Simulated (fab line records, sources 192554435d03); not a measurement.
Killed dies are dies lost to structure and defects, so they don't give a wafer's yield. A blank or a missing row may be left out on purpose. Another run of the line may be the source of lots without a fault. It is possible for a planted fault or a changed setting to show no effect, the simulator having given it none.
Chamber matching / flow n5-finfet / rie-diel-01 running N5_BEOL_M13_TRENCH_ETCH_34: 4 sister chambers
The step etches SiOC in C4F8/O2/Ar, target depth 413.47 nm, time 162.6 s. 8 wafers are shown with their chamber, then 10 later ones without.

== WAFERS PAIRED WITH THEIR CHAMBERS ==
wafer=L077.1; chamber=0; drypump-motor-current-A (A)=5.8; showerhead-plenum-p-Torr (Torr)=3.55
wafer=L077.5; chamber=2; drypump-motor-current-A (A)=5.0; showerhead-plenum-p-Torr (Torr)=3.31
wafer=L083.4; chamber=1; drypump-motor-current-A (A)=5.7; showerhead-plenum-p-Torr (Torr)=3.26
wafer=L083.5; chamber=0; drypump-motor-current-A (A)=5.7; showerhead-plenum-p-Torr (Torr)=3.54
wafer=L086.1; chamber=1; drypump-motor-current-A (A)=5.8; showerhead-plenum-p-Torr (Torr)=3.26
wafer=L086.6; chamber=3; drypump-motor-current-A (A)=4.7; showerhead-plenum-p-Torr (Torr)=3.28
wafer=L088.1; chamber=3; drypump-motor-current-A (A)=4.7; showerhead-plenum-p-Torr (Torr)=3.27
wafer=L088.4; chamber=2; drypump-motor-current-A (A)=5.0; showerhead-plenum-p-Torr (Torr)=3.30

== WAFERS WITH NO CHAMBER GIVEN ==
wafer=L088.5; drypump-motor-current-A (A)=4.7; showerhead-plenum-p-Torr (Torr)=3.27
wafer=L091.1; drypump-motor-current-A (A)=5.7; showerhead-plenum-p-Torr (Torr)=3.54
wafer=L091.2; drypump-motor-current-A (A)=4.9; showerhead-plenum-p-Torr (Torr)=3.30
wafer=L091.6; drypump-motor-current-A (A)=4.7; showerhead-plenum-p-Torr (Torr)=3.27
wafer=L093.3; drypump-motor-current-A (A)=5.7; showerhead-plenum-p-Torr (Torr)=3.53
wafer=L093.4; drypump-motor-current-A (A)=5.8; showerhead-plenum-p-Torr (Torr)=3.25
wafer=L093.6; drypump-motor-current-A (A)=5.0; showerhead-plenum-p-Torr (Torr)=3.30
wafer=L096.3; drypump-motor-current-A (A)=5.8; showerhead-plenum-p-Torr (Torr)=3.53
wafer=L096.4; drypump-motor-current-A (A)=5.0; showerhead-plenum-p-Torr (Torr)=3.29
wafer=L096.6; drypump-motor-current-A (A)=5.0; showerhead-plenum-p-Torr (Torr)=3.29

== WHICH CHAMBER EACH WENT THROUGH ==
wafer=L088.5; from the rows above=3; in truth=3
wafer=L091.1; from the rows above=0; in truth=0
wafer=L091.2; from the rows above=2; in truth=2
wafer=L091.6; from the rows above=3; in truth=3
wafer=L093.3; from the rows above=0; in truth=0
wafer=L093.4; from the rows above=1; in truth=1
wafer=L093.6; from the rows above=2; in truth=2
wafer=L096.3; from the rows above=0; in truth=0
wafer=L096.4; from the rows above=2; in truth=2
wafer=L096.6; from the rows above=2; in truth=2
Correct placement for 10 of the 10. Not placeable from these rows: 0. Wrongly placed: 0.
How it was worked out, from the rows above alone: a wafer's distance from a chamber is the root of the sum, over the readings, of the square of ((its reading less the chamber's mean) divided by the reading's scatter). The wafer belongs to the nearest chamber; if the next one is less than 2 further off, it can't be placed. A chamber's mean is the mean of its shown wafers. How the scatter is found: for the shown wafers, subtract from each reading the mean of its chamber, square and add these, divide the total by (wafers less chambers), then take the root.
